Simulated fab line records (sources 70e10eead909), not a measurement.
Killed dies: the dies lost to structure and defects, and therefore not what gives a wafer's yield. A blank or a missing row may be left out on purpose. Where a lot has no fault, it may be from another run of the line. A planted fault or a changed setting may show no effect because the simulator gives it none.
Which tool is to blame? | flow nand harc | 14 lots with 42 wafers sampled at 5 steps, on a route of 1159 steps

## WHAT THE GAUGES READ, wafer by wafer
NHARC_THIN_TSV_THK_MEAS_02: measures by ir. Usual: thk nm 2957 nm, standard deviation 230.
lot  | measured     | on            | thk nm (nm)    | flag
L810 | day 19 08:27 | film metro-01 | 3296 3151 3077 |
L812 | day 19 15:24 | film metro-01 | 3050 2907 2897 |
L813 | day 19 16:36 | film metro-01 | 2829 3028 2834 |
L811 | day 19 20:28 | film metro-01 | 3384 3409 3341 |
L815 | day 20 06:31 | film metro-02 | 2807 3059 2814 |
L814 | day 20 15:42 | film metro-02 | 2952 2750 2801 |
L817 | day 20 14:29 | film metro-02 | 3153 2901 3004 |
L816 | day 21 03:39 | film metro-01 | 2802 3344 2883 |
L820 | day 21 11:05 | film metro-02 | 2521 2846 2554 |
L819 | day 21 12:17 | film metro-02 | 2840 2441 2749 |
L821 | day 21 13:31 | film metro-02 | 2981 2695 2650 |
L827 | day 22 20:38 | film metro-02 | 3116 2785 3103 |
L829 | day 23 10:43 | film metro-01 | 3324 3134 3301 |
L830 | day 23 23:56 | film metro-01 | 3200 3338 3035 |

NHARC_THIN_TSV_CD_MEAS_16. Usual: cd nm 999.7 nm, standard deviation 2.
lot  | measured     | on        | cd nm (nm)           | flag
L810 | day 19 10:28 | cd sem-03 | 1000.4 998.5 1002.0  |
L812 | day 19 17:37 | cd sem-03 | 1000.1 1000.7 1000.7 |
L813 | day 19 18:37 | cd sem-02 | 1000.5 998.7 1002.4  |
L811 | day 19 22:29 | cd sem-02 | 996.7 1000.8 995.7   |
L815 | day 20 08:32 | cd sem-02 | 999.8 997.2 1000.3   |
L814 | day 20 17:51 | cd sem-02 | 1002.9 999.6 999.2   |
L817 | day 20 16:29 | cd sem-03 | 1002.3 996.8 998.0   |
L816 | day 21 05:35 | cd sem-01 | 1002.9 999.7 1003.4  |
L820 | day 21 13:05 | cd sem-01 | 1002.9 998.6 999.1   |
L819 | day 21 14:38 | cd sem-03 | 998.4 1000.8 999.0   |
L821 | day 21 15:42 | cd sem-01 | 997.3 1000.2 997.1   |
L827 | day 22 22:39 | cd sem-03 | 997.2 1002.0 996.8   |
L829 | day 23 12:44 | cd sem-01 | 1000.2 999.4 998.9   |
L830 | day 24 01:50 | cd sem-03 | 997.3 998.4 999.8    |

NHARC_END_SORT_01. Usual: killed at array 28, standard deviation 10; killed at other 0.5, standard deviation 0.82; killed at periphery 3.4, standard deviation 2.2; killed dies 31, standard deviation 10; killed open 3.4, standard deviation 1.9; killed short 1.9, standard deviation 1.3.
lot  | measured     | on        | killed at array | killed at other | killed at periphery | killed dies | killed open | killed short | flag
L827 | day 23 19:26 | prober-02 | 104 109 113     | 0 0 0           | 2 8 2               | 106 117 115 | 7 5 4       | 1 3 5        | OFF
L829 | day 24 09:18 | prober-01 | 100 87 83       | 0 0 0           | 2 1 2               | 102 88 85   | 2 1 1       | 3 3 1        | OFF

## WHAT TOOL EACH LOT RAN ON (gives the tool, then ch and the chambers of the sampled wafers, and finally the start)
lot  | NHARC_A_CONTACT_ETCH_116             | NHARC_THIN_TSV_PVD_19
L810 | har cap etch-03 ch 0,1, day 16 00:35 | pvd sputter-01, no start
L812 | har cap etch-01 ch 0,1, day 17 05:47 | pvd sputter-02, no start
L813 | har cap etch-03 ch 0,1, day 17 05:49 | pvd sputter-01, no start
L811 | har cap etch-02 ch 0,1, day 17 10:40 | pvd sputter-02, no start
L815 | har cap etch-03 ch 0,1, day 17 23:10 | pvd sputter-02, no start
L814 | har cap etch-01 ch 0,1, day 18 06:11 | pvd sputter-01, no start
L817 | har cap etch-02 ch 0,1, day 18 09:58 | pvd sputter-01, no start
L816 | har cap etch-03 ch 0,1, day 18 23:01 | pvd sputter-01, no start
L820 | har cap etch-02 ch 0,1, day 19 07:55 | pvd sputter-03, no start
L819 | har cap etch-01 ch 0,1, day 19 11:31 | pvd sputter-01, no start
L821 | har cap etch-03 ch 0,1, day 19 11:55 | pvd sputter-01, no start
L827 | har cap etch-01 ch 0,1, day 20 03:11 | pvd sputter-03, day 23 19:26 or earlier
L829 | har cap etch-01 ch 0,1, day 21 05:52 | pvd sputter-02, day 24 09:18 or earlier
L830 | har cap etch-03 ch 0,1, day 21 21:23 | pvd sputter-02, no start
- NHARC_A_CONTACT_ETCH_116: etches the open film in C4F8/O2/Ar, time 94 s, target depth 922 nm.
- NHARC_THIN_TSV_PVD_19: deposits TaN, target thk 20 nm.

## WHAT THE TOOLS THEMSELVES READ (means of the sampled wafers that have a number; where no wafer has one, the mark that the record gives instead)
NHARC_THIN_TSV_PVD_19. Usual: throttle valve pct 30.1 %, standard deviation 1.
lot  | tool           | throttle valve pct (%) | flag
L810 | pvd sputter-01 | 31.1                   |
L812 | pvd sputter-02 | 29.7                   |
L813 | pvd sputter-01 | 30.8                   |
L811 | pvd sputter-02 | 29.8                   |
L815 | pvd sputter-02 | 29.6                   |
L814 | pvd sputter-01 | 30.3                   |
L817 | pvd sputter-01 | 31.1                   |
L816 | pvd sputter-01 | 31.6                   |
L820 | pvd sputter-03 | 29.9                   |
L819 | pvd sputter-01 | 30.4                   |
L821 | pvd sputter-01 | 30.0                   |
L827 | pvd sputter-03 | 30.2                   |
L829 | pvd sputter-02 | 29.6                   |
L830 | pvd sputter-02 | 30.1                   |

## THE ANSWER, worked out from the rows above alone
Rule: a lot is off if the mean of its wafers that have a number lies more than 3 standard deviations from the usual mean. A lot without any number at a reading at which 4 lots or more have one is off too. Where the step has rows for the other lots, those lots are counted as sound. First the gauges in route order, then the tools' own readings, where a lot's mean is used as printed above. At the first step where some lot is off, the reading lying furthest off is the one used; lots without a number count as furthest.
Off: L827, L829, at NHARC_END_SORT_01 (killed dies). Neither off nor sound, because the step has no rows for them: L810, L812, L813, L811, L815, L814, L817, L816, L820, L819, L821, L830.
A tool fits if, at a process step before that reading, it ran every lot that is off, and no sound lot after the first of them. Those tools and the gauges at NHARC_END_SORT_01 are tried in the same way. NHARC_THIN_TSV_PVD_19: start missing for some lots; hours and lot order therefore follow NHARC_END_SORT_01. One fits: NHARC_A_CONTACT_ETCH_116 on har cap etch-01. It ran no sound lot before its first lot that is off in this sample, so the start can't be narrowed down.

## WHAT THE SIMULATOR HAD PUT IN
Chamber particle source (har cap etch-01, NHARC_A_CONTACT_ETCH_116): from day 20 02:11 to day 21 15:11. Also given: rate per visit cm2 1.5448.
Lots struck among those shown: L827, L829. The same result came from the rule above.
